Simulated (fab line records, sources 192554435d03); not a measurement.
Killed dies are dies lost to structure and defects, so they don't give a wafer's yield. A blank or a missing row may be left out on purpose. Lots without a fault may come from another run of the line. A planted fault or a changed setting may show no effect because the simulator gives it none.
fab line records | flow n5_finfet | part 2 of 2: steps 5 to 6 of 6
record lots=20 wafers=60 last_day=19
route steps=1938 shown DUMMY_GATE@236 SD_EPI_P@308 SDB@364
lots that met no fault: from a run of the same line without faults
start_h: hours from the record's first day to the start of the lot's first wafer shown | wait_h: hours since the lot's step before | " the same as in the row above | L1.1+2: a row that stands for several wafers | - no value, or no start given | * or withheld: withheld | < > ~ a bound
route shown NAME@n: a module of which the file shows steps, and the number in the route of the first | usual: mean/standard deviation of fault-free wafers | same: alike in all rows | chamber/n: place in a boat | sites: the reading at each site | _std_site: their standard deviation | _edge_site: outer sites' mean less inner sites' | radius_mm: how far each site lies from the wafer's centre | mask NAME#n: copy n | behind: the tool/chamber that last shaped the wafer | hold: why the lot was held/for how many hours/how that ended | device: the transistor (n, p or np) that didn't switch | end of line: the same wafers' tests at the end of the route | a step without rows: its recipe alone | killed: dies lost to structure and defects at the first sort, not the wafer's yield | map: a wafer's dies, x killed, . not, _ none there
set.NAME: the setting as run; set.NAME@STEP: as run at that earlier step | model.NAME: the simulator's own value behind a step, which no gauge read
steps of the route over a sample of lots; a table a step, a row a wafer
services: from which hour (start_h, from the record's first day; less than 0 if before it) a tool's chamber was out of use, for how many hours, and why
## steps
# step N5_SDB_HM_OPEN_20
# recipe chemistry=CH3F/O2 target=SiNx mask_material=SOC target_depth_a=240 stop_on=poly-Si over_etch_frac=0.4 ion_energy_ev=120 pressure_mtorr=30 source_w=395 bias_w=73 Ar_flow_sccm=150 CH3F_flow_sccm=30 O2_flow_sccm=20
# usual drypump_motor_current_A=5.6/0.53 oes_product_au=0.65/0.069 rf_vpp_V=295/7.3 showerhead_plenum_p_Torr=2.03/0.043 throttle_valve_pct=16.3/0.33
# columns lot.wafer tool chamber start_h wait_h drypump_motor_current_A oes_product_au rf_hours_counter_h rf_vpp_V showerhead_plenum_p_Torr throttle_valve_pct
L074.1 rie_diel-06 0 70.33 0.0 5.3 0.62 141 285 2.09 16.5
L074.5 " 0 " " 5.3 0.65 - 288 2.09 16.5
L074.6 " 1 " " 6.4 0.71 - 298 2.04 15.8
L075.2 rie_diel-02 0 77.43 0.0 6.2 0.60 181 306 2.08 16.7
L075.5 " 1 " " 5.8 0.66 - 296 2.03 16.5
L075.6 " 0 " " 6.2 0.62 - 304 2.08 16.7
L076.4 rie_diel-06 0 86.03 0.0 5.3 0.63 145 285 2.09 16.5
L076.5 " 3 " " 4.8 0.79 - 302 1.96 15.7
L076.6 " 2 " " 5.4 0.57 - 302 2.04 16.5
L077.1 rie_diel-06 0 90.93 0.0 5.3 0.63 146 286 2.09 16.5
L077.3 " 2 " " 5.4 0.57 232 303 2.04 16.5
L077.6 " 0 " " 5.3 0.63 - 287 2.09 16.5
L079.1 rie_diel-05 1 97.64 0.0 4.9 0.60 157 291 2.02 16.2
L079.3 " 3 " " 5.6 0.59 209 300 2.06 16.3
L079.4 " 0 " " 6.3 0.66 90 286 1.94 16.2
L080.3 rie_diel-02 3 101.29 0.0 5.3 0.56 221 283 2.06 16.7
L080.4 " 0 " " 6.2 0.59 190 305 2.08 16.7
L080.5 " 3 " " 5.3 0.57 - 284 2.06 16.7
L081.2 rie_diel-06 3 106.49 0.0 4.8 0.78 7 300 1.96 15.7
L081.3 " 0 " " 5.3 0.64 152 289 2.09 16.5
L081.5 " 3 " " 4.8 0.79 - 302 1.96 15.7
L082.2 rie_diel-02 0 112.63 0.0 6.2 0.59 195 304 2.07 16.7
L082.3 " 3 " " 5.3 0.57 226 285 2.05 16.7
L082.6 " 0 " " 6.2 0.60 - 304 2.07 16.8
L083.3 rie_diel-02 1 121.31 0.0 5.7 0.63 114 297 2.02 16.6
L083.4 " 2 " " 5.1 0.59 173 293 2.08 16.5
L083.5 " 1 " " 5.7 0.64 - 298 2.02 16.6
L085.1 rie_diel-06 1 139.06 0.0 6.5 0.68 61 299 2.03 15.8
L085.4 " 0 " " 5.3 0.64 163 286 2.08 16.6
L085.6 " 3 " " 4.7 0.77 - 302 1.96 15.8
L086.1 rie_diel-06 0 141.91 0.0 5.3 0.61 164 287 2.08 16.6
L086.2 " 2 " " 5.4 0.57 249 301 2.03 16.5
L086.3 " 1 " " 6.4 0.70 62 296 2.03 15.8
L087.1 rie_diel-06 3 146.11 0.0 4.8 0.75 21 300 1.96 15.8
L087.2 " 0 " " 5.3 0.62 165 286 2.08 16.6
L087.4 " 3 " " 4.8 0.75 - 303 1.96 15.8
L090.1 rie_diel-06 1 159.99 0.0 6.5 0.68 69 296 2.03 15.9
L090.2 " 2 " " 5.4 0.81 0 300 2.03 16.1
L090.6 " 1 " " 6.5 0.69 - 297 2.03 15.8
L091.2 rie_diel-06 1 166.70 0.0 6.4 0.69 72 295 2.03 15.9
L091.3 " 0 " " 5.3 0.61 174 287 2.08 16.6
L091.4 " 2 " " 5.5 0.78 3 302 2.03 16.1
L092.2 rie_diel-02 0 174.74 0.0 6.2 0.58 218 305 2.07 16.8
L092.4 " 3 " " 5.3 0.57 249 283 2.05 16.7
L092.6 " 1 " " 5.8 0.63 - 296 2.01 16.6
L093.1 rie_diel-02 2 180.86 0.0 5.1 0.58 196 292 2.07 16.5
L093.5 " 0 " " 6.2 0.57 - 305 2.07 16.8
L093.6 " 2 " " 5.1 0.59 - 294 2.07 16.5
L094.2 rie_diel-02 0 187.46 0.0 6.1 0.56 223 305 2.06 16.8
L094.3 " 1 " " 5.8 0.61 139 296 2.01 16.6
L094.5 " 2 " " 5.1 0.58 - 293 2.07 16.5
L095.1 rie_diel-06 3 194.26 0.0 4.8 0.71 40 303 1.95 15.8
L095.2 " 1 " " 6.4 0.67 82 297 2.02 15.9
L095.4 " 0 " " 5.3 0.61 181 286 2.08 16.6
L096.1 rie_diel-05 0 198.70 0.0 6.3 0.65 124 285 1.93 16.3
L096.3 " 2 " " 5.9 0.70 63 281 1.95 16.1
L096.5 " 3 " " 5.6 0.59 - 300 2.04 16.4
L097.1 rie_diel-02 1 205.27 0.0 5.7 0.63 145 298 2.01 16.6
L097.4 " 3 " " 5.3 0.78 3 285 2.04 16.4
L097.5 " 3 " " 5.3 0.77 - 284 2.04 16.4
# step N5_SDB_CMP_30
# recipe stop_on=poly-Si t_overpolish_s=1.54 post_cmp_clean=alkaline_brush down_force_psi=4.1491 platen_rpm=51.796 pad_velocity_m_s=1.0306 target_thk_nm=30
# usual motor_current_A=12.1/1.2 overpolish_run_s=1.542/0.0089 time_to_endpoint_s=16.1/3
# same t_overpolish_s=1.54
# columns lot.wafer tool chamber start_h wait_h motor_current_A overpolish_run_s time_to_endpoint_s
L074.1 cmp-04 0 74.50 1.4 13.5 1.547 15.5
L074.5 " 3 " " 11.9 1.542 12.7
L074.6 " 0 " " 12.8 1.540 13.8
L075.2 cmp-03 2 80.75 1.4 12.0 1.541 12.2
L075.5 " 2 " " 12.4 1.541 10.1
L075.6 " 3 " " 10.6 1.549 18.8
L076.4 cmp-02 3 89.45 1.5 12.6 1.545 13.6
L076.5 " 0 " " 12.4 1.554 14.8
L076.6 " 1 " " 11.7 1.528 14.3
L077.3 cmp-03 3 96.24 1.4 11.5 1.552 17.3
L077.1 " 2 " " 12.9 1.544 14.1
L077.6 " 3 " " 12.0 1.553 16.6
L079.4 cmp-04 1 101.16 1.4 14.0 1.547 18.6
L079.1 " 2 " " 11.7 1.541 15.4
L079.3 " 3 " " 12.1 1.539 12.2
L080.4 cmp-02 2 104.66 1.5 9.7 1.537 19.8
L080.3 " 3 " " 12.3 1.535 15.8
L080.5 " 1 " " 11.0 1.548 16.7
L081.3 cmp-02 0 110.72 1.4 12.0 1.554 17.8
L081.2 " 1 " " 11.8 1.543 14.2
L081.5 " 0 " " 12.0 1.549 18.9
L082.2 cmp-04 1 115.93 1.4 14.2 1.545 18.9
L082.3 " 2 " " 11.6 1.537 16.9
L082.6 " 1 " " 13.5 1.523 18.2
L083.4 cmp-03 2 124.69 1.4 11.8 1.534 15.3
L083.3 " 3 " " 10.6 1.536 18.8
L083.5 " 2 " " 12.7 1.542 15.5
L085.1 cmp-03 3 143.11 1.4 11.6 1.555 15.3
L085.4 " 0 " " 11.7 1.550 9.8
L085.6 " 3 " " 11.7 1.549 17.1
L086.2 cmp-04 3 146.19 1.4 11.7 1.554 13.3
L086.1 " 0 " " 12.6 1.542 19.2
L086.3 " 2 " " 11.9 1.532 16.8
L087.1 cmp-04 1 149.54 1.4 13.4 1.531 20.5
L087.2 " 2 " " 11.8 1.550 17.5
L087.4 " 3 " " 12.4 1.541 17.0
L090.2 cmp-02 0 164.12 1.4 12.1 1.543 17.6
L090.1 " 3 " " 12.6 1.560 14.2
L090.6 " 1 " " 11.3 1.529 15.0
L091.2 cmp-02 3 170.25 1.4 12.0 1.553 13.0
L091.3 " 0 " " 11.8 1.539 19.4
L091.4 " 2 " " 9.3 1.530 21.5
L092.2 cmp-02 1 178.05 1.4 11.2 1.562 14.6
L092.4 " 2 " " 9.4 1.558 20.6
L092.6 " 2 " " 9.5 1.558 19.0
L093.1 cmp-02 1 184.24 1.5 11.5 1.530 13.9
L093.5 " 3 " " 12.6 1.554 13.3
L093.6 " 0 " " 12.3 1.537 17.4
L094.3 cmp-02 1 190.85 1.4 11.3 1.544 15.6
L094.2 " 2 " " 9.5 1.553 18.8
L094.5 " 2 " " 9.3 1.517 16.9
L095.2 cmp-02 2 198.01 1.4 9.9 1.540 20.2
L095.4 " 3 " " 12.0 1.543 15.7
L095.1 " 0 " " 12.6 1.541 19.6
L096.1 cmp-02 0 202.09 1.4 12.0 1.532 18.6
L096.3 " 1 " " 11.2 1.538 16.6
L096.5 " 1 " " 11.5 1.548 14.5
L097.1 cmp-03 0 208.58 1.4 11.6 1.544 11.0
L097.4 " 2 " " 12.3 1.539 14.2
L097.5 " 1 " " 14.7 1.523 16.5
## services
# columns tool chamber start_h hours kind
cmp-03 - 29.57 5.0 pm
cmp-04 - 38.85 1.6 repair
rie_diel-05 3 39.99 7.1 repair
rie_diel-02 3 42.32 4.4 repair
rie_diel-06 - 46.53 2.8 pm
cmp-03 - 47.09 4.0 pm
rie_diel-04 - 52.58 0.2 repair
rie_diel-03 0 55.84 5.4 repair
cmp-04 - 59.94 0.6 repair
rie_diel-06 3 89.22 5.0 repair
cmp-04 - 89.26 4.1 pm
cmp-02 - 92.92 8.0 repair
rie_diel-03 0 92.95 - clean
rie_diel-04 2 96.27 15.7 repair
cmp-02 - 103.92 0.5 repair
rie_diel-05 1 121.32 1.8 repair
rie_diel-04 - 136.35 1.1 repair
cmp-03 - 151.95 0.4 repair
rie_diel-04 0 152.81 8.1 repair
cmp-02 - 157.98 0.8 repair
rie_diel-04 - 167.56 0.5 repair
rie_diel-06 1 173.12 2.4 repair
rie_diel-06 0 174.16 8.3 repair
cmp-03 - 194.07 0.9 repair
